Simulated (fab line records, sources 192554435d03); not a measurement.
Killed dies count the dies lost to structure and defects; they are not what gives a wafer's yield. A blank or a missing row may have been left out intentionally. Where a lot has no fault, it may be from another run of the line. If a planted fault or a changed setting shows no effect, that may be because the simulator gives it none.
Struck lot and sound lot, side by side -- flow n5-finfet -- 18 steps out of a route of 1938
Sound: wafers L598.1, L598.4, L598.6. Wafers L606.4, L606.5, L606.6 were the ones struck. The cause comes at the end.
Order at every step that has rows: each side's tool, ch and its chambers, its first start. Under that, the readings that differ: sound wafers -- struck wafers -- difference of the means -- sigmas: that difference in standard deviations of wafers without a fault.
alike: words and numbers the same on both sides, and readings whose means are apart by under 2 such deviations; not compared: readings that were withheld, readings missing a value for some wafer, numbers with overlapping values and no deviation given by the record, and bounds like >300 which may hide the same value.
A row with sigmas, a row that says differs or no value, or rows on one side alone: a step with any of these is where the two part. Numbers that have no deviation but don't overlap get no sigmas and don't part them. A reading missing from all wafers of one side parts the sides only when that side holds two or more wafers.

N5_BEOL_M9_INSPECT_58: inspects for defects (darkfield).
  struck on defect-inspect-02, day 12 05:09; sound on defect-inspect-01, day 10 08:01
  alike: raw-defect-count
N5_BEOL_M10_ILD_DEP_00: deposits SiCOH lowk from DEMS/porogen, target thk 308.51 nm, time 58 s.
  sound on pecvd-04 ch 1,2, day 10 08:03; struck on pecvd-01 ch 0,1,2, day 12 05:13
  alike: heater-power-w, showerhead-plenum-p-Torr, throttle-valve-pct
N5_BEOL_M10_CURE_71: cures SiCOH lowk, time 240 s.
  sound on uv-cure-02 ch 1, day 10 08:08; struck on uv-cure-02 ch 1, day 12 05:45
  alike: lamp-power-pct, wafer_temp_C_max
N5_BEOL_M10_THK_MEAS_01:
  struck on film-metro-01, day 12 06:16; sound on film-metro-01, day 10 08:39
  alike: M10_ILD_THK
N5_BEOL_M10_PECVD_70: deposits SiO2 from TEOS/O2, target thk 20 nm, time 22.7 s.
  sound on pecvd-01 ch 0,1,2, day 10 08:41; struck on pecvd-01 ch 0,1,2, day 12 06:19
  alike: heater-power-w, showerhead-plenum-p-Torr, throttle-valve-pct
N5_BEOL_M10_HM_DEP_02: deposits TiN, target thk 20 nm.
  struck on pvd-sputter-03, day 12 08:34; sound on pvd-sputter-01, day 10 10:22
  alike: throttle-valve-pct
then, 5 steps without rows for these wafers: N5_BEOL_M10_COAT_59 (time 60 s, resist thk 100 nm); N5_BEOL_M10_COAT_60 (time 60 s, resist thk 30 nm); N5_BEOL_M10_COAT_05 (resist thk 90 nm); N5_BEOL_M10_EBR_07; N5_BEOL_M10_SOFTBAKE_06 (time 60 s).
N5_BEOL_M10_EXPOSE_08: exposes mask M10.
  sound on arfi-scanner-02 ch 0, day 10 10:36; struck on arfi-scanner-01 ch 0, day 12 08:50
reading,sound,struck,difference,sigmas
model.BEOL_M10.overlay-x-nm (nm),1 1 1,5.8 5.8 5.8,+4.8,
  alike: mask
then, 2 steps without rows for these wafers: N5_BEOL_M10_PEB_09 (peb time 60 s); N5_BEOL_M10_DEVELOP_10 (develop time 30 s).
N5_BEOL_M10_CD_MEAS_11: target cd 64.1 nm.
  sound on cd-sem-02 ch 0, day 10 10:44; struck on cd-sem-01 ch 0, day 12 08:57
  alike: cd-nm
N5_BEOL_M10_OVL_MEAS_12:
  sound on overlay-01 ch 0, day 10 10:46; struck on overlay-01 ch 0, day 12 08:58
reading,sound,struck,difference,sigmas
M10_OVL (nm),0.8 1.6 0.8,6.1 5.7 4.9,+4.5,+6
N5_BEOL_M10_INSPECT_13: inspects for defects (brightfield).
  struck on defect-inspect-02, day 12 09:00; sound on defect-inspect-01, day 10 10:47
  alike: raw-defect-count
-- a jump in the record: the struck wafers' starts before and after are 2 days apart (it breaks off in module BEOL_M10 and resumes in module PASSIVATION, where the first step shown is number 1936 of the route) --
N5_PASSIVATION_PROBE_49:
  rows exist in the record for the struck wafers here (prober-01, day 14 11:52), but not for the sound ones

## WHERE THEY PART
Earliest at N5_BEOL_M10_OVL_MEAS_12; latest, in this record, at N5_PASSIVATION_PROBE_49.

WHY: what the simulator had put in
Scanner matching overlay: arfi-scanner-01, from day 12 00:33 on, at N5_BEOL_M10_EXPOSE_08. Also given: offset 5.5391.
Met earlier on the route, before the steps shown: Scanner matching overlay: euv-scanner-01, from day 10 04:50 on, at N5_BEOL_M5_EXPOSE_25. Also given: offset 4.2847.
